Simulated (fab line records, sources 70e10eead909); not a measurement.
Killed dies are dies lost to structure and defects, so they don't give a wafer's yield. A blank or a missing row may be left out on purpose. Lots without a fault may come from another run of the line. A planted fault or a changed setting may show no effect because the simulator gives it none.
Chamber matching | flow nand_harc | NHARC_A_STAIRCASE_TRIM_229 on rie_diel-09: 4 sister chambers
The step chemistry O2, time 211.2 s. 4 wafers are shown with their chamber, then 9 later ones without.

WAFERS WITH THEIR CHAMBER
wafer  | chamber | drypump_motor_current_A (A)
L088.5 | 2       | 5.2
L088.6 | 1       | 6.0
L090.5 | 3       | 5.7
L090.6 | 0       | 5.2

WAFERS WITHOUT THEIR CHAMBER
wafer  | drypump_motor_current_A (A)
L091.1 | 6.0
L091.2 | 5.2
L091.3 | 5.7
L095.3 | 6.0
L095.4 | 5.2
L095.5 | 5.6
L097.3 | 6.0
L097.4 | 5.7
L097.6 | 5.7

WHICH CHAMBER EACH WENT THROUGH
wafer  | from the rows above     | in truth
L091.1 | 1                       | 1
L091.2 | can't be placed: 0 or 2 | 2
L091.3 | 3                       | 3
L095.3 | 1                       | 1
L095.4 | can't be placed: 0 or 2 | 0
L095.5 | 3                       | 3
L097.3 | 1                       | 1
L097.4 | 3                       | 3
L097.6 | 3                       | 3
Placed correctly: 7 of 9. Can't be placed from these rows: 2 (the true chamber is among the candidates in 2). Placed wrongly: 0.
How it was worked out, from the rows above alone: a wafer's distance from a chamber is the root of the sum, over the readings, of the square of ((its reading less the chamber's mean) divided by the reading's scatter). The wafer belongs to the nearest chamber; if the next one is less than 2 further off, it can't be placed. A chamber's mean is the mean of its shown wafers. The scatter: with one shown wafer a chamber, the root of the mean of the squares of how far each hidden wafer lies from its nearest shown one.
